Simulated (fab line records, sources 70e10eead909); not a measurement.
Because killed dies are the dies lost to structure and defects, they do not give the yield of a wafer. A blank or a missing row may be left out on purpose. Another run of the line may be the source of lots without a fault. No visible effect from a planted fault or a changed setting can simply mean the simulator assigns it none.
Which tool was responsible? | flow nandHarc | 14 lots, 42 wafers sampled, at 3 steps of a route of 1159

== WHAT EACH GAUGE READ, for each wafer ==
NHARC_P_GATE_INSPECT_68.
lot  | measured     | on               | rawDefectCount
L687 | day 5 11:34  | defectInspect-01 | 177 98 117
L688 | day 5 20:20  | defectInspect-02 | 130 114 124
L692 | day 6 11:12  | defectInspect-02 | 197 216 261
L693 | day 7 04:16  | defectInspect-01 | 141 209 139
L699 | day 8 22:51  | defectInspect-01 | 157 232 161
L702 | day 9 07:16  | defectInspect-01 | 196 203 161
L701 | day 9 09:26  | defectInspect-01 | 148 209 149
L703 | day 9 13:49  | defectInspect-02 | 119 163 106
L705 | day 9 22:16  | defectInspect-01 | 169 157 167
L704 | day 10 00:37 | defectInspect-01 | 242 206 274
L706 | day 10 05:47 | defectInspect-01 | 238 206 323
L708 | day 10 14:56 | defectInspect-01 | 335 177 220
L707 | day 10 15:23 | defectInspect-01 | 146 196 216
L709 | day 11 03:32 | defectInspect-01 | 208 185 214

== WHAT TOOL EACH LOT RAN ON (gives the tool, then ch and the chambers of the sampled wafers, and finally the start) ==
lot  | NHARC_P_GATE_RTA_64             | NHARC_P_GATE_DEGAS_109
L687 | rtpAnneal-02 ch 0, day 5 10:22  | pvdSputter-02, day 5 10:38
L688 | rtpAnneal-01 ch 0, day 5 19:10  | pvdSputter-03, day 5 19:23
L692 | rtpAnneal-02 ch 0, day 6 09:55  | pvdSputter-01, day 6 10:13
L693 | rtpAnneal-02 ch 0, day 7 03:02  | pvdSputter-03, day 7 03:17
L699 | rtpAnneal-02 ch 0, day 8 21:36  | pvdSputter-02, day 8 21:54
L702 | rtpAnneal-01 ch 0, day 9 06:01  | pvdSputter-02, day 9 06:19
L701 | rtpAnneal-02 ch 0, day 9 08:10  | pvdSputter-01, day 9 08:28
L703 | rtpAnneal-01 ch 0, day 9 12:33  | pvdSputter-03, day 9 12:52
L705 | rtpAnneal-02 ch 0, day 9 21:03  | pvdSputter-03, day 9 21:19
L704 | rtpAnneal-02 ch 0, day 9 23:16  | pvdSputter-01, day 9 23:32
L706 | rtpAnneal-02 ch 0, day 10 04:30 | pvdSputter-01, day 10 04:49
L708 | rtpAnneal-01 ch 0, day 10 13:32 | pvdSputter-02, day 10 13:52
L707 | rtpAnneal-01 ch 0, day 10 14:07 | pvdSputter-02, day 10 14:25
L709 | rtpAnneal-02 ch 0, day 11 02:07 | pvdSputter-01, day 11 02:24
- NHARC_P_GATE_RTA_64: time 1 s.
- NHARC_P_GATE_DEGAS_109: time 60 s.

== AS READ BY THE TOOLS THEMSELVES (means over the sampled wafers that have a number; for cases with no such wafer, the mark the record gives instead) ==
NHARC_P_GATE_RTA_64.
lot  | tool         | annealTempCMax | lampPowerPct (%) | lamp_zone_3_pct (%) | lamp_zone_4_pct (%) | wafer_temp_C_max
L687 | rtpAnneal-02 | 1057.1         | 30.5             | 30.4                | 30.4                | 1057.2
L688 | rtpAnneal-01 | 1059.1         | 29.0             | 29.0                | 28.9                | 1054.6
L692 | rtpAnneal-02 | 1055.5         | 30.4             | 30.4                | 30.4                | 1056.9
L693 | rtpAnneal-02 | 1057.7         | 30.4             | 30.4                | 30.4                | 1056.6
L699 | rtpAnneal-02 | 1055.8         | 30.4             | 30.4                | 30.4                | 1054.7
L702 | rtpAnneal-01 | 1057.9         | 28.9             | 29.0                | 29.0                | 1054.2
L701 | rtpAnneal-02 | 1056.7         | 30.3             | 30.4                | 30.3                | 1056.5
L703 | rtpAnneal-01 | 1058.2         | 29.0             | 29.0                | 28.9                | 1055.2
L705 | rtpAnneal-02 | 1057.0         | 30.4             | 30.4                | 30.4                | 1056.5
L704 | rtpAnneal-02 | 1057.9         | 30.5             | 30.4                | 30.5                | 1055.0
L706 | rtpAnneal-02 | 1056.1         | 30.5             | 30.4                | 30.4                | 1055.6
L708 | rtpAnneal-01 | 1058.0         | 28.9             | 29.0                | 29.0                | 1053.9
L707 | rtpAnneal-01 | 1057.5         | 28.9             | 28.9                | 28.9                | 1055.0
L709 | rtpAnneal-02 | 1057.3         | 30.4             | 30.4                | 30.3                | 1055.8

NHARC_P_GATE_DEGAS_109.
lot  | tool          | heaterPowerW (W)
L687 | pvdSputter-02 | 470
L688 | pvdSputter-03 | 463
L692 | pvdSputter-01 | 465
L693 | pvdSputter-03 | 451
L699 | pvdSputter-02 | 478
L702 | pvdSputter-02 | 434
L701 | pvdSputter-01 | 472
L703 | pvdSputter-03 | 462
L705 | pvdSputter-03 | 469
L704 | pvdSputter-01 | 434
L706 | pvdSputter-01 | 448
L708 | pvdSputter-02 | 440
L707 | pvdSputter-02 | 464
L709 | pvdSputter-01 | 460

== THE ANSWER, worked out from the rows above alone ==
Rule: the usual values come from the lots themselves. The widest of any qualifying gaps counts: lots, ordered by their means at a reading, are off when they make up no more than a third of the lots, leave a main group of 4 or more, and stand apart from it by 3 or more times the standard deviation of that group's means. Not used: any main group whose means are identical at the precision the tables above print for the reading. A lot without any number at a reading at which 4 lots or more have one is off too. Where the step has rows for the other lots, those lots are counted as sound. First the gauges in route order, then the tools' own readings, where a lot's mean is used as printed above. The first step at which some lot is off is used, and at that step the reading that is off furthest; a lot without a number counts as furthest.
No lot is off at any reading shown: from this, nothing can be told.

== WHAT WAS PUT IN BY THE SIMULATOR ==
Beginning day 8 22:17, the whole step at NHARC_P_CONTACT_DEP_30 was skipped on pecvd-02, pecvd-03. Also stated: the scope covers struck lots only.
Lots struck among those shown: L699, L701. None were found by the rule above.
